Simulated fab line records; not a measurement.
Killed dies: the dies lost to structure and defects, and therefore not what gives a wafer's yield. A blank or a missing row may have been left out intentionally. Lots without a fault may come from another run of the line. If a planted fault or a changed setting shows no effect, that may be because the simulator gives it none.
Chamber matching | flow nandHarc | pecvd-02 running NHARC_A_STAIRCASE_DEP_471: 3 sister chambers
The step deposits SiO2, target thk 100 nm. 6 wafers are shown with their chamber, then 9 later ones without.

## WAFERS WITH THEIR CHAMBER
wafer  | chamber | heaterPowerW (W) | throttleValvePct (%)
L089.4 | 0       | 572              | 15.9
L089.5 | 1       | 640              | 16.2
L089.6 | 2       | 424              | 15.6
L090.1 | 2       | 437              | 15.8
L090.2 | 0       | 605              | 16.1
L090.5 | 1       | 587              | 16.3

## WAFERS MISSING THEIR CHAMBER
wafer  | heaterPowerW (W) | throttleValvePct (%)
L093.1 | 539              | 16.3
L093.3 | 580              | 16.0
L093.4 | 538              | 16.0
L093.2 | 352              | 16.0
L093.5 | 563              | 16.4
L093.6 | 361              | 15.9
L096.4 | 583              | 16.0
L096.5 | 565              | 16.2
L096.6 | 417              | 15.7

## EACH ONE'S CHAMBER
wafer  | from the rows above     | in truth
L093.1 | can't be placed: 1 or 0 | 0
L093.3 | 0                       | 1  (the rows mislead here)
L093.4 | can't be placed: 0 or 1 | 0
L093.2 | 2                       | 2
L093.5 | can't be placed: 1 or 0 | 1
L093.6 | 2                       | 2
L096.4 | 0                       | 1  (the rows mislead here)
L096.5 | can't be placed: 0 or 1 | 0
L096.6 | 2                       | 2
3 of 9 placed correctly. Unplaceable from these rows: 4, with the true chamber sitting among the candidates in 4. Wrongly placed: 2.
How it was worked out, from the rows above alone: a wafer's distance from a chamber is the root of the sum, over the readings, of the square of ((its reading less the chamber's mean) divided by the reading's scatter). If the next closest chamber is less than 2 further off than the closest, the wafer can't be placed; otherwise it belongs to the closest. For every chamber, the mean is computed from those of its wafers that are shown. How the scatter is found: for the shown wafers, subtract from each reading the mean of its chamber, square and add these, divide the total by (wafers less chambers), then take the root.
